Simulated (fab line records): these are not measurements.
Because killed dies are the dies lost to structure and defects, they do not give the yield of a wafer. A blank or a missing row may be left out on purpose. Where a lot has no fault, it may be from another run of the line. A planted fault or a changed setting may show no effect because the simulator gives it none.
fab line records || flow n5-finfet || part 2 of 2: steps 20 to 27 of 27
record: {"lots": 5, "wafers": 15, "last-day": 17}
route steps=1938 shown MOL_CONTACT_COAG@518
lots with no fault: from the same line, run without faults
start-h: hours from the record's first day to the start of the lot's first wafer shown || wait-h: how many hours have passed since the lot's step before this one || " as in the row above || L1.1+2: a single row standing in for several wafers || - no value present, or no start provided || * or withheld: withheld || < > ~ a bound
route shown NAME@n: names a module that has steps shown in the file, with the first one's number in the route || usual: the fault-free wafers' mean and standard deviation || same: alike in all rows || chamber/n: place in a boat || sites: the reading at each site || _std_site: how widely they spread, as a standard deviation || _edge_site: the outer-site mean with the inner-site mean subtracted || radius-mm: for every site, how far away it sits from the centre of the wafer || mask NAME#n: copy n || behind: the last tool/chamber to shape the wafer || hold: why the lot went on hold/how many hours it stayed there/how the hold came to an end || device: the transistor (n, p or np) that didn't switch || end of line: at the end of the route, the tests of the same wafers || step lacking rows: just its recipe || killed: dies that structure and defects cost at the first sort, which is not the same as the wafer's yield || map: per-die view of a wafer (x killed, . not killed, _ where there is no die)
set.NAME: setting as actually run; set.NAME@STEP: the setting as run at that earlier step || model.NAME: the simulator's own value behind a step, which no gauge read
lots seen at some steps along the route; tables by step, rows by wafer
services: from which hour (start-h, from the record's first day; less than 0 if before it) a tool's chamber was out of use, for how many hours, and why
== steps ==
step: N5_MOL_CONTACT_COAG_ETCH_15
recipe: {"chemistry": "CH3F/O2", "target": "SiNx", "target-depth-a": 70, "mask-material": "SOC", "stop-on": "Si:P", "over-etch-frac": 0.75, "ion-energy-ev": 120, "pressure-mtorr": 30, "source-w": 395, "bias-w": 73, "Ar_flow_sccm": 150, "CH3F_flow_sccm": 30, "O2_flow_sccm": 20}
usual: {"drypump-motor-current-A": "5.5/0.32", "oes_f_703_au": "0.78/0.067", "oes-product-au": "0.57/0.051", "rf-vpp-V": "298/5.8", "showerhead-plenum-p-Torr": "2.01/0.057", "throttle-valve-pct": "16.49/0.19"}
{"lot.wafer": "L075.1", "tool": "rie-diel-06", "chamber": 0, "start-h": 94.66, "wait-h": 0.0, "drypump-motor-current-A": 5.2, "oes_f_703_au": 0.75, "oes-product-au": 0.55, "rf-hours-counter-h": 172, "rf-vpp-V": 292, "showerhead-plenum-p-Torr": 2.08, "throttle-valve-pct": 16.66}
{"lot.wafer": "L075.3", "tool": "rie-diel-06", "chamber": 1, "start-h": 94.66, "wait-h": 0.0, "drypump-motor-current-A": 5.2, "oes_f_703_au": 0.71, "oes-product-au": 0.51, "rf-hours-counter-h": 234, "rf-vpp-V": 303, "showerhead-plenum-p-Torr": 1.99, "throttle-valve-pct": 16.59}
{"lot.wafer": "L075.5", "tool": "rie-diel-06", "chamber": 0, "start-h": 94.66, "wait-h": 0.0, "drypump-motor-current-A": 5.2, "oes_f_703_au": 0.75, "oes-product-au": 0.54, "rf-hours-counter-h": "-", "rf-vpp-V": 294, "showerhead-plenum-p-Torr": 2.08, "throttle-valve-pct": 16.65}
{"lot.wafer": "L083.1", "tool": "rie-diel-01", "chamber": 2, "start-h": 139.50, "wait-h": 0.0, "drypump-motor-current-A": 5.7, "oes_f_703_au": 0.83, "oes-product-au": 0.60, "rf-hours-counter-h": 85, "rf-vpp-V": 292, "showerhead-plenum-p-Torr": 2.02, "throttle-valve-pct": 16.39}
{"lot.wafer": "L083.3", "tool": "rie-diel-01", "chamber": 0, "start-h": 139.50, "wait-h": 0.0, "drypump-motor-current-A": 5.7, "oes_f_703_au": 0.84, "oes-product-au": 0.61, "rf-hours-counter-h": 59, "rf-vpp-V": 301, "showerhead-plenum-p-Torr": 2.04, "throttle-valve-pct": 16.38}
{"lot.wafer": "L083.5", "tool": "rie-diel-01", "chamber": 0, "start-h": 139.50, "wait-h": 0.0, "drypump-motor-current-A": 5.7, "oes_f_703_au": 0.84, "oes-product-au": 0.61, "rf-hours-counter-h": "-", "rf-vpp-V": 301, "showerhead-plenum-p-Torr": 2.04, "throttle-valve-pct": 16.40}
{"lot.wafer": "L091.1", "tool": "rie-diel-01", "chamber": 2, "start-h": 193.06, "wait-h": 0.0, "drypump-motor-current-A": 5.7, "oes_f_703_au": 0.82, "oes-product-au": 0.59, "rf-hours-counter-h": 104, "rf-vpp-V": 293, "showerhead-plenum-p-Torr": 2.01, "throttle-valve-pct": 16.43}
{"lot.wafer": "L091.3", "tool": "rie-diel-01", "chamber": 3, "start-h": 193.06, "wait-h": 0.0, "drypump-motor-current-A": 5.7, "oes_f_703_au": 0.75, "oes-product-au": 0.54, "rf-hours-counter-h": 192, "rf-vpp-V": 302, "showerhead-plenum-p-Torr": 1.99, "throttle-valve-pct": 16.60}
{"lot.wafer": "L091.4", "tool": "rie-diel-01", "chamber": 0, "start-h": 193.06, "wait-h": 0.0, "drypump-motor-current-A": 5.7, "oes_f_703_au": 0.82, "oes-product-au": 0.60, "rf-hours-counter-h": 78, "rf-vpp-V": 299, "showerhead-plenum-p-Torr": 2.03, "throttle-valve-pct": 16.42}
{"lot.wafer": "L092.1", "tool": "rie-diel-01", "chamber": 3, "start-h": 195.82, "wait-h": 0.0, "drypump-motor-current-A": 5.7, "oes_f_703_au": 0.74, "oes-product-au": 0.53, "rf-hours-counter-h": 193, "rf-vpp-V": 300, "showerhead-plenum-p-Torr": 1.99, "throttle-valve-pct": 16.58}
{"lot.wafer": "L092.2", "tool": "rie-diel-01", "chamber": 2, "start-h": 195.82, "wait-h": 0.0, "drypump-motor-current-A": 5.7, "oes_f_703_au": 0.81, "oes-product-au": 0.58, "rf-hours-counter-h": 105, "rf-vpp-V": 293, "showerhead-plenum-p-Torr": 2.01, "throttle-valve-pct": 16.43}
{"lot.wafer": "L092.4", "tool": "rie-diel-01", "chamber": 1, "start-h": 195.82, "wait-h": 0.0, "drypump-motor-current-A": 5.8, "oes_f_703_au": 0.88, "oes-product-au": 0.65, "rf-hours-counter-h": 34, "rf-vpp-V": 304, "showerhead-plenum-p-Torr": 2.04, "throttle-valve-pct": 16.24}
{"lot.wafer": "L095.1", "tool": "rie-diel-01", "chamber": 3, "start-h": 215.49, "wait-h": 0.0, "drypump-motor-current-A": 5.7, "oes_f_703_au": 0.74, "oes-product-au": 0.53, "rf-hours-counter-h": 198, "rf-vpp-V": 301, "showerhead-plenum-p-Torr": 1.98, "throttle-valve-pct": 16.61}
{"lot.wafer": "L095.3", "tool": "rie-diel-01", "chamber": 1, "start-h": 215.49, "wait-h": 0.0, "drypump-motor-current-A": 5.8, "oes_f_703_au": 0.87, "oes-product-au": 0.64, "rf-hours-counter-h": 39, "rf-vpp-V": 304, "showerhead-plenum-p-Torr": 2.03, "throttle-valve-pct": 16.23}
{"lot.wafer": "L095.4", "tool": "rie-diel-01", "chamber": 0, "start-h": 215.49, "wait-h": 0.0, "drypump-motor-current-A": 5.7, "oes_f_703_au": 0.81, "oes-product-au": 0.60, "rf-hours-counter-h": 83, "rf-vpp-V": 298, "showerhead-plenum-p-Torr": 2.03, "throttle-valve-pct": 16.45}
step: N5_MOL_CONTACT_COAG_ETCH_110
recipe: {"chemistry": "CF4/O2", "target": "Si", "target-depth-a": 25, "time-s": 8, "pressure-mtorr": 100, "source-w": 200, "bias-w": 12, "ion-energy-ev": 60, "Ar_flow_sccm": 100, "cf4-flow-sccm": 100, "O2_flow_sccm": 10}
usual: {"drypump-motor-current-A": "5.5/0.33", "oes_f_703_au": "0.78/0.067", "oes-product-au": "0.78/0.072", "rf-vpp-V": "127.7/2.7", "showerhead-plenum-p-Torr": "2.23/0.057", "throttle-valve-pct": "10.89/0.23"}
{"lot.wafer": "L075.1", "tool": "rie-diel-06", "chamber": 0, "start-h": 94.72, "wait-h": 0.0, "drypump-motor-current-A": 5.2, "oes_f_703_au": 0.75, "oes-product-au": 0.73, "rf-hours-counter-h": 172, "rf-vpp-V": 125.8, "showerhead-plenum-p-Torr": 2.31, "throttle-valve-pct": 11.08}
{"lot.wafer": "L075.3", "tool": "rie-diel-06", "chamber": 1, "start-h": 94.72, "wait-h": 0.0, "drypump-motor-current-A": 5.2, "oes_f_703_au": 0.70, "oes-product-au": 0.70, "rf-hours-counter-h": 234, "rf-vpp-V": 130.5, "showerhead-plenum-p-Torr": 2.21, "throttle-valve-pct": 11.07}
{"lot.wafer": "L075.5", "tool": "rie-diel-06", "chamber": 0, "start-h": 94.72, "wait-h": 0.0, "drypump-motor-current-A": 5.2, "oes_f_703_au": 0.75, "oes-product-au": 0.72, "rf-hours-counter-h": "-", "rf-vpp-V": 123.3, "showerhead-plenum-p-Torr": 2.31, "throttle-valve-pct": 11.09}
{"lot.wafer": "L083.1", "tool": "rie-diel-01", "chamber": 2, "start-h": 139.56, "wait-h": 0.0, "drypump-motor-current-A": 5.7, "oes_f_703_au": 0.83, "oes-product-au": 0.82, "rf-hours-counter-h": 85, "rf-vpp-V": 125.9, "showerhead-plenum-p-Torr": 2.25, "throttle-valve-pct": 10.76}
{"lot.wafer": "L083.3", "tool": "rie-diel-01", "chamber": 0, "start-h": 139.56, "wait-h": 0.0, "drypump-motor-current-A": 5.7, "oes_f_703_au": 0.84, "oes-product-au": 0.84, "rf-hours-counter-h": 59, "rf-vpp-V": 126.5, "showerhead-plenum-p-Torr": 2.25, "throttle-valve-pct": 10.63}
{"lot.wafer": "L083.5", "tool": "rie-diel-01", "chamber": 0, "start-h": 139.56, "wait-h": 0.0, "drypump-motor-current-A": 5.7, "oes_f_703_au": 0.84, "oes-product-au": 0.84, "rf-hours-counter-h": "-", "rf-vpp-V": 130.1, "showerhead-plenum-p-Torr": 2.25, "throttle-valve-pct": 10.64}
{"lot.wafer": "L091.1", "tool": "rie-diel-01", "chamber": 2, "start-h": 193.12, "wait-h": 0.0, "drypump-motor-current-A": 5.7, "oes_f_703_au": 0.81, "oes-product-au": 0.80, "rf-hours-counter-h": 104, "rf-vpp-V": 124.8, "showerhead-plenum-p-Torr": 2.24, "throttle-valve-pct": 10.82}
{"lot.wafer": "L091.3", "tool": "rie-diel-01", "chamber": 3, "start-h": 193.12, "wait-h": 0.0, "drypump-motor-current-A": 5.7, "oes_f_703_au": 0.74, "oes-product-au": 0.75, "rf-hours-counter-h": 192, "rf-vpp-V": 127.1, "showerhead-plenum-p-Torr": 2.21, "throttle-valve-pct": 11.03}
{"lot.wafer": "L091.4", "tool": "rie-diel-01", "chamber": 0, "start-h": 193.12, "wait-h": 0.0, "drypump-motor-current-A": 5.7, "oes_f_703_au": 0.82, "oes-product-au": 0.83, "rf-hours-counter-h": 78, "rf-vpp-V": 130.0, "showerhead-plenum-p-Torr": 2.24, "throttle-valve-pct": 10.70}
{"lot.wafer": "L092.1", "tool": "rie-diel-01", "chamber": 3, "start-h": 195.88, "wait-h": 0.0, "drypump-motor-current-A": 5.7, "oes_f_703_au": 0.75, "oes-product-au": 0.75, "rf-hours-counter-h": 193, "rf-vpp-V": 128.3, "showerhead-plenum-p-Torr": 2.21, "throttle-valve-pct": 11.04}
{"lot.wafer": "L092.2", "tool": "rie-diel-01", "chamber": 2, "start-h": 195.88, "wait-h": 0.0, "drypump-motor-current-A": 5.6, "oes_f_703_au": 0.81, "oes-product-au": 0.80, "rf-hours-counter-h": 105, "rf-vpp-V": 126.2, "showerhead-plenum-p-Torr": 2.24, "throttle-valve-pct": 10.84}
{"lot.wafer": "L092.4", "tool": "rie-diel-01", "chamber": 1, "start-h": 195.88, "wait-h": 0.0, "drypump-motor-current-A": 5.7, "oes_f_703_au": 0.88, "oes-product-au": 0.89, "rf-hours-counter-h": 34, "rf-vpp-V": 131.1, "showerhead-plenum-p-Torr": 2.26, "throttle-valve-pct": 10.56}
{"lot.wafer": "L095.1", "tool": "rie-diel-01", "chamber": 3, "start-h": 215.55, "wait-h": 0.0, "drypump-motor-current-A": 5.7, "oes_f_703_au": 0.75, "oes-product-au": 0.74, "rf-hours-counter-h": 198, "rf-vpp-V": 127.7, "showerhead-plenum-p-Torr": 2.20, "throttle-valve-pct": 11.05}
{"lot.wafer": "L095.3", "tool": "rie-diel-01", "chamber": 1, "start-h": 215.55, "wait-h": 0.0, "drypump-motor-current-A": 5.7, "oes_f_703_au": 0.87, "oes-product-au": 0.89, "rf-hours-counter-h": 39, "rf-vpp-V": 131.1, "showerhead-plenum-p-Torr": 2.26, "throttle-valve-pct": 10.59}
{"lot.wafer": "L095.4", "tool": "rie-diel-01", "chamber": 0, "start-h": 215.55, "wait-h": 0.0, "drypump-motor-current-A": 5.7, "oes_f_703_au": 0.81, "oes-product-au": 0.81, "rf-hours-counter-h": 83, "rf-vpp-V": 128.7, "showerhead-plenum-p-Torr": 2.24, "throttle-valve-pct": 10.71}
step: N5_MOL_CONTACT_COAG_STRIP_98
recipe: {"chemistry": "N2/H2", "power-w": 500, "temp-c": 40, "pressure-mtorr": 50, "rf-frequency-hz": 6e+07, "overash-fraction": 0.3, "bias-power-w": 8, "h2-frac": 0.5, "n2-flow-sccm": 300, "h2-flow-sccm": 300}
usual: {"drypump-motor-current-A": "5.5/0.32", "oes-product-au": "0.78/0.075", "rf-vpp-V": "54.1/1.6", "showerhead-plenum-p-Torr": "3.36/0.094", "throttle-valve-pct": "19.0/0.34"}
{"lot.wafer": "L075.1", "tool": "rie-diel-06", "chamber": 0, "start-h": 94.76, "wait-h": 0.0, "drypump-motor-current-A": 5.2, "oes-product-au": 0.73, "rf-hours-counter-h": 172, "rf-vpp-V": 54.1, "showerhead-plenum-p-Torr": 3.47, "throttle-valve-pct": 18.8}
{"lot.wafer": "L075.3", "tool": "rie-diel-06", "chamber": 1, "start-h": 94.76, "wait-h": 0.0, "drypump-motor-current-A": 5.2, "oes-product-au": 0.70, "rf-hours-counter-h": 234, "rf-vpp-V": 54.6, "showerhead-plenum-p-Torr": 3.31, "throttle-valve-pct": 19.0}
{"lot.wafer": "L075.5", "tool": "rie-diel-06", "chamber": 0, "start-h": 94.76, "wait-h": 0.0, "drypump-motor-current-A": 5.2, "oes-product-au": 0.74, "rf-hours-counter-h": "-", "rf-vpp-V": 55.3, "showerhead-plenum-p-Torr": 3.47, "throttle-valve-pct": 18.9}
{"lot.wafer": "L083.1", "tool": "rie-diel-01", "chamber": 2, "start-h": 139.61, "wait-h": 0.0, "drypump-motor-current-A": 5.7, "oes-product-au": 0.82, "rf-hours-counter-h": 85, "rf-vpp-V": 53.5, "showerhead-plenum-p-Torr": 3.39, "throttle-valve-pct": 19.3}
{"lot.wafer": "L083.3", "tool": "rie-diel-01", "chamber": 0, "start-h": 139.61, "wait-h": 0.0, "drypump-motor-current-A": 5.8, "oes-product-au": 0.86, "rf-hours-counter-h": 59, "rf-vpp-V": 54.7, "showerhead-plenum-p-Torr": 3.41, "throttle-valve-pct": 18.8}
{"lot.wafer": "L083.5", "tool": "rie-diel-01", "chamber": 0, "start-h": 139.61, "wait-h": 0.0, "drypump-motor-current-A": 5.8, "oes-product-au": 0.87, "rf-hours-counter-h": "-", "rf-vpp-V": 55.0, "showerhead-plenum-p-Torr": 3.41, "throttle-valve-pct": 18.8}
{"lot.wafer": "L091.1", "tool": "rie-diel-01", "chamber": 2, "start-h": 193.17, "wait-h": 0.0, "drypump-motor-current-A": 5.7, "oes-product-au": 0.80, "rf-hours-counter-h": 104, "rf-vpp-V": 52.6, "showerhead-plenum-p-Torr": 3.38, "throttle-valve-pct": 19.4}
{"lot.wafer": "L091.3", "tool": "rie-diel-01", "chamber": 3, "start-h": 193.17, "wait-h": 0.0, "drypump-motor-current-A": 5.7, "oes-product-au": 0.75, "rf-hours-counter-h": 192, "rf-vpp-V": 51.6, "showerhead-plenum-p-Torr": 3.33, "throttle-valve-pct": 19.0}
{"lot.wafer": "L091.4", "tool": "rie-diel-01", "chamber": 0, "start-h": 193.17, "wait-h": 0.0, "drypump-motor-current-A": 5.7, "oes-product-au": 0.84, "rf-hours-counter-h": 78, "rf-vpp-V": 57.4, "showerhead-plenum-p-Torr": 3.40, "throttle-valve-pct": 18.9}
{"lot.wafer": "L092.1", "tool": "rie-diel-01", "chamber": 3, "start-h": 195.92, "wait-h": 0.0, "drypump-motor-current-A": 5.7, "oes-product-au": 0.74, "rf-hours-counter-h": 193, "rf-vpp-V": 53.2, "showerhead-plenum-p-Torr": 3.33, "throttle-valve-pct": 19.0}
{"lot.wafer": "L092.2", "tool": "rie-diel-01", "chamber": 2, "start-h": 195.92, "wait-h": 0.0, "drypump-motor-current-A": 5.6, "oes-product-au": 0.80, "rf-hours-counter-h": 105, "rf-vpp-V": 53.6, "showerhead-plenum-p-Torr": 3.38, "throttle-valve-pct": 19.4}
{"lot.wafer": "L092.4", "tool": "rie-diel-01", "chamber": 1, "start-h": 195.92, "wait-h": 0.0, "drypump-motor-current-A": 5.8, "oes-product-au": 0.90, "rf-hours-counter-h": 34, "rf-vpp-V": 56.6, "showerhead-plenum-p-Torr": 3.40, "throttle-valve-pct": 18.4}
{"lot.wafer": "L095.1", "tool": "rie-diel-01", "chamber": 3, "start-h": 215.60, "wait-h": 0.0, "drypump-motor-current-A": 5.7, "oes-product-au": 0.73, "rf-hours-counter-h": 198, "rf-vpp-V": 54.2, "showerhead-plenum-p-Torr": 3.33, "throttle-valve-pct": 19.1}
{"lot.wafer": "L095.3", "tool": "rie-diel-01", "chamber": 1, "start-h": 215.60, "wait-h": 0.0, "drypump-motor-current-A": 5.8, "oes-product-au": 0.88, "rf-hours-counter-h": 39, "rf-vpp-V": 53.6, "showerhead-plenum-p-Torr": 3.40, "throttle-valve-pct": 18.4}
{"lot.wafer": "L095.4", "tool": "rie-diel-01", "chamber": 0, "start-h": 215.60, "wait-h": 0.0, "drypump-motor-current-A": 5.7, "oes-product-au": 0.82, "rf-hours-counter-h": 83, "rf-vpp-V": 53.2, "showerhead-plenum-p-Torr": 3.40, "throttle-valve-pct": 18.9}
step: N5_MOL_CONTACT_COAG_CD_MEAS_99
recipe: {"target-cd-nm": 17.2, "polarity": "opening"}
usual: {"cd-nm": "17.3/0.36"}
{"lot.wafer": "L075.1", "tool": "cd-sem-03", "chamber": "-", "start-h": 94.83, "wait-h": "-", "cd-nm": 17.5}
{"lot.wafer": "L075.3", "tool": "cd-sem-03", "chamber": "-", "start-h": 94.83, "wait-h": "-", "cd-nm": 16.9}
{"lot.wafer": "L075.5", "tool": "cd-sem-03", "chamber": "-", "start-h": 94.83, "wait-h": "-", "cd-nm": 17.0}
{"lot.wafer": "L083.1", "tool": "cd-sem-03", "chamber": "-", "start-h": 139.67, "wait-h": "-", "cd-nm": 17.8}
{"lot.wafer": "L083.3", "tool": "cd-sem-03", "chamber": "-", "start-h": 139.67, "wait-h": "-", "cd-nm": 17.7}
{"lot.wafer": "L083.5", "tool": "cd-sem-03", "chamber": "-", "start-h": 139.67, "wait-h": "-", "cd-nm": 17.3}
{"lot.wafer": "L091.1", "tool": "cd-sem-01", "chamber": "-", "start-h": 193.24, "wait-h": "-", "cd-nm": 17.7}
{"lot.wafer": "L091.3", "tool": "cd-sem-01", "chamber": "-", "start-h": 193.24, "wait-h": "-", "cd-nm": 16.9}
{"lot.wafer": "L091.4", "tool": "cd-sem-01", "chamber": "-", "start-h": 193.24, "wait-h": "-", "cd-nm": 17.3}
{"lot.wafer": "L092.1", "tool": "cd-sem-03", "chamber": "-", "start-h": 195.99, "wait-h": "-", "cd-nm": 16.9}
{"lot.wafer": "L092.2", "tool": "cd-sem-03", "chamber": "-", "start-h": 195.99, "wait-h": "-", "cd-nm": 17.2}
{"lot.wafer": "L092.4", "tool": "cd-sem-03", "chamber": "-", "start-h": 195.99, "wait-h": "-", "cd-nm": 17.6}
{"lot.wafer": "L095.1", "tool": "cd-sem-01", "chamber": "-", "start-h": 215.67, "wait-h": "-", "cd-nm": 17.2}
{"lot.wafer": "L095.3", "tool": "cd-sem-01", "chamber": "-", "start-h": 215.67, "wait-h": "-", "cd-nm": 16.8}
{"lot.wafer": "L095.4", "tool": "cd-sem-01", "chamber": "-", "start-h": 215.67, "wait-h": "-", "cd-nm": 17.2}
step: N5_MOL_CONTACT_COAG_IMPLANT_129
recipe: {"species": "Ge", "energy-kev": 3, "dose-cm2": 6e+14, "tilt-deg": 0, "rotation-deg": 0}
{"lot.wafer": "L075.1+3+5", "tool": "implanter-01", "chamber": 0, "start-h": 94.87, "wait-h": 0.0}
{"lot.wafer": "L083.1+3+5", "tool": "implanter-01", "chamber": 0, "start-h": 139.71, "wait-h": 0.0}
{"lot.wafer": "L091.1+3+4", "tool": "implanter-01", "chamber": 0, "start-h": 193.27, "wait-h": 0.0}
{"lot.wafer": "L092.1+2+4", "tool": "implanter-01", "chamber": 0, "start-h": 196.03, "wait-h": 0.0}
{"lot.wafer": "L095.1+3+4", "tool": "implanter-01", "chamber": 0, "start-h": 215.70, "wait-h": 0.0}
step: N5_MOL_CONTACT_COAG_PRECLEAN_111
recipe: {"chemistry": "NF3:NH3", "afs-cycles": 1, "temp-c": 30, "time-s": 20, "sublimation-temp-c": 180, "sublimation-time-s": 60, "pressure-torr": 3, "rf-power-w": 30}
{"lot.wafer": "L075.1+3+5", "tool": "remote-plasma-02", "chamber": 0, "start-h": 95.08, "wait-h": 0.2}
{"lot.wafer": "L083.1+3+5", "tool": "remote-plasma-01", "chamber": 1, "start-h": 139.93, "wait-h": 0.2}
{"lot.wafer": "L091.1+3+4", "tool": "remote-plasma-01", "chamber": 1, "start-h": 194.17, "wait-h": 0.9}
{"lot.wafer": "L092.1+2+4", "tool": "remote-plasma-01", "chamber": 1, "start-h": 197.62, "wait-h": 1.6}
{"lot.wafer": "L095.1+3+4", "tool": "remote-plasma-02", "chamber": 0, "start-h": 215.95, "wait-h": 0.2}
step: N5_MOL_CONTACT_COAG_TI_SIL_19
recipe: {"material": "Ti", "target-thk-a": 42, "temp-c": 200, "chamber-pressure-pa": 5, "power-w": 5000, "time-s": 15}
usual: {"throttle-valve-pct": "29.6/1.2"}
{"lot.wafer": "L075.1", "tool": "pvd-sputter-03", "chamber": "-", "start-h": 95.30, "wait-h": 0.2, "throttle-valve-pct": 30.4}
{"lot.wafer": "L075.3", "tool": "pvd-sputter-03", "chamber": "-", "start-h": 95.30, "wait-h": 0.2, "throttle-valve-pct": 30.7}
{"lot.wafer": "L075.5", "tool": "pvd-sputter-03", "chamber": "-", "start-h": 95.30, "wait-h": 0.2, "throttle-valve-pct": 31.0}
{"lot.wafer": "L083.1", "tool": "pvd-sputter-01", "chamber": "-", "start-h": 140.17, "wait-h": 0.2, "throttle-valve-pct": 26.9}
{"lot.wafer": "L083.3", "tool": "pvd-sputter-01", "chamber": "-", "start-h": 140.17, "wait-h": 0.2, "throttle-valve-pct": 30.1}
{"lot.wafer": "L083.5", "tool": "pvd-sputter-01", "chamber": "-", "start-h": 140.17, "wait-h": 0.2, "throttle-valve-pct": 29.9}
{"lot.wafer": "L091.1", "tool": "pvd-sputter-02", "chamber": "-", "start-h": 194.42, "wait-h": 0.2, "throttle-valve-pct": 29.3}
{"lot.wafer": "L091.3", "tool": "pvd-sputter-02", "chamber": "-", "start-h": 194.42, "wait-h": 0.2, "throttle-valve-pct": 29.6}
{"lot.wafer": "L091.4", "tool": "pvd-sputter-02", "chamber": "-", "start-h": 194.42, "wait-h": 0.2, "throttle-valve-pct": 29.6}
{"lot.wafer": "L092.1", "tool": "pvd-sputter-01", "chamber": "-", "start-h": 197.85, "wait-h": 0.2, "throttle-valve-pct": 30.0}
{"lot.wafer": "L092.2", "tool": "pvd-sputter-01", "chamber": "-", "start-h": 197.85, "wait-h": 0.2, "throttle-valve-pct": 30.1}
{"lot.wafer": "L092.4", "tool": "pvd-sputter-01", "chamber": "-", "start-h": 197.85, "wait-h": 0.2, "throttle-valve-pct": 27.1}
{"lot.wafer": "L095.1", "tool": "pvd-sputter-01", "chamber": "-", "start-h": 216.17, "wait-h": 0.2, "throttle-valve-pct": 30.0}
{"lot.wafer": "L095.3", "tool": "pvd-sputter-01", "chamber": "-", "start-h": 216.17, "wait-h": 0.2, "throttle-valve-pct": 30.5}
{"lot.wafer": "L095.4", "tool": "pvd-sputter-01", "chamber": "-", "start-h": 216.17, "wait-h": 0.2, "throttle-valve-pct": 30.1}
step: N5_MOL_CONTACT_COAG_ALD_20
recipe: {"material": "TiN", "target-thk-a": 15, "temp-c": 400, "ald-precursor-family": "TiCl4", "ald-co-reactant": "NH3", "pulse-time-s": 1, "purge-time-s": 3, "co-reactant-purge-time-s": 2, "co-reactant-pulse-time-s": 2, "ald-cycles": 68, "pressure-torr": 3}
usual: {"heater-power-w": "860/86", "precursor-pulse-height-rel": "1.001/0.02"}
same: {"purge-time-s": 3}
{"lot.wafer": "L075.1", "tool": "ald-metal-02", "chamber": 0, "start-h": 95.42, "wait-h": 0.1, "heater-power-w": 866, "precursor-pulse-height-rel": 1.017}
{"lot.wafer": "L075.3", "tool": "ald-metal-02", "chamber": 3, "start-h": 95.42, "wait-h": 0.1, "heater-power-w": 837, "precursor-pulse-height-rel": 1.019}
{"lot.wafer": "L075.5", "tool": "ald-metal-02", "chamber": 3, "start-h": 95.42, "wait-h": 0.1, "heater-power-w": 832, "precursor-pulse-height-rel": 0.964}
{"lot.wafer": "L083.1", "tool": "ald-metal-03", "chamber": 2, "start-h": 140.29, "wait-h": 0.1, "heater-power-w": 849, "precursor-pulse-height-rel": 1.001}
{"lot.wafer": "L083.3", "tool": "ald-metal-03", "chamber": 1, "start-h": 140.29, "wait-h": 0.1, "heater-power-w": 878, "precursor-pulse-height-rel": 1.001}
{"lot.wafer": "L083.5", "tool": "ald-metal-03", "chamber": 2, "start-h": 140.29, "wait-h": 0.1, "heater-power-w": 833, "precursor-pulse-height-rel": 0.986}
{"lot.wafer": "L091.1", "tool": "ald-metal-02", "chamber": 3, "start-h": 194.54, "wait-h": 0.1, "heater-power-w": 850, "precursor-pulse-height-rel": 0.988}
{"lot.wafer": "L091.3", "tool": "ald-metal-02", "chamber": 2, "start-h": 194.54, "wait-h": 0.1, "heater-power-w": 826, "precursor-pulse-height-rel": 0.977}
{"lot.wafer": "L091.4", "tool": "ald-metal-02", "chamber": 0, "start-h": 194.54, "wait-h": 0.1, "heater-power-w": 845, "precursor-pulse-height-rel": 0.997}
{"lot.wafer": "L092.1", "tool": "ald-metal-02", "chamber": 1, "start-h": 197.97, "wait-h": 0.1, "heater-power-w": 777, "precursor-pulse-height-rel": 0.994}
{"lot.wafer": "L092.2", "tool": "ald-metal-02", "chamber": 0, "start-h": 197.97, "wait-h": 0.1, "heater-power-w": 820, "precursor-pulse-height-rel": 0.989}
{"lot.wafer": "L092.4", "tool": "ald-metal-02", "chamber": 2, "start-h": 197.97, "wait-h": 0.1, "heater-power-w": 804, "precursor-pulse-height-rel": 1.023}
{"lot.wafer": "L095.1", "tool": "ald-metal-02", "chamber": 1, "start-h": 216.29, "wait-h": 0.1, "heater-power-w": 788, "precursor-pulse-height-rel": 1.007}
{"lot.wafer": "L095.3", "tool": "ald-metal-02", "chamber": 3, "start-h": 216.29, "wait-h": 0.1, "heater-power-w": 844, "precursor-pulse-height-rel": 1.032}
{"lot.wafer": "L095.4", "tool": "ald-metal-02", "chamber": 3, "start-h": 216.29, "wait-h": 0.1, "heater-power-w": 829, "precursor-pulse-height-rel": 1.001}
== services ==
{"tool": "euv-scanner-01", "chamber": "-", "start-h": 71.15, "hours": 1.0, "kind": "pm"}
{"tool": "remote-plasma-02", "chamber": "-", "start-h": 71.73, "hours": 0.3, "kind": "repair"}
{"tool": "euv-scanner-02", "chamber": "-", "start-h": 72.16, "hours": 1.0, "kind": "pm"}
{"tool": "rie-diel-01", "chamber": 1, "start-h": 72.25, "hours": "-", "kind": "clean"}
{"tool": "rie-diel-01", "chamber": 1, "start-h": 72.25, "hours": "-", "kind": "consumable-replace:esc"}
{"tool": "rie-diel-01", "chamber": 1, "start-h": 72.25, "hours": "-", "kind": "consumable-replace:focus-ring"}
{"tool": "rie-diel-01", "chamber": 1, "start-h": 72.25, "hours": 27.6, "kind": "scheduled-down"}
{"tool": "pvd-sputter-01", "chamber": "-", "start-h": 77.36, "hours": 1.3, "kind": "repair"}
{"tool": "rie-diel-01", "chamber": 2, "start-h": 84.59, "hours": 4.7, "kind": "repair"}
{"tool": "rie-diel-06", "chamber": 3, "start-h": 93.50, "hours": 2.2, "kind": "repair"}
{"tool": "pvd-sputter-01", "chamber": "-", "start-h": 105.65, "hours": 1.4, "kind": "repair"}
{"tool": "remote-plasma-01", "chamber": "-", "start-h": 108.01, "hours": 1.4, "kind": "repair"}
{"tool": "euv-scanner-01", "chamber": "-", "start-h": 110.66, "hours": 1.0, "kind": "pm"}
{"tool": "pvd-sputter-01", "chamber": "-", "start-h": 115.70, "hours": 5.3, "kind": "repair"}
{"tool": "euv-scanner-02", "chamber": "-", "start-h": 116.35, "hours": 1.0, "kind": "pm"}
{"tool": "euv-scanner-01", "chamber": "-", "start-h": 119.24, "hours": 5.8, "kind": "pm"}
{"tool": "euv-scanner-02", "chamber": "-", "start-h": 140.23, "hours": 4.6, "kind": "pm"}
{"tool": "euv-scanner-01", "chamber": "-", "start-h": 144.83, "hours": 4.6, "kind": "pm"}
{"tool": "remote-plasma-02", "chamber": "-", "start-h": 147.04, "hours": 0.3, "kind": "repair"}
{"tool": "euv-scanner-01", "chamber": "-", "start-h": 166.81, "hours": 1.0, "kind": "pm"}
{"tool": "euv-scanner-01", "chamber": "-", "start-h": 170.05, "hours": 3.4, "kind": "repair"}
{"tool": "euv-scanner-02", "chamber": "-", "start-h": 173.50, "hours": 1.0, "kind": "pm"}
{"tool": "rie-diel-06", "chamber": 1, "start-h": 176.21, "hours": 35.1, "kind": "repair"}
{"tool": "ald-metal-02", "chamber": 2, "start-h": 210.49, "hours": 16.6, "kind": "repair"}
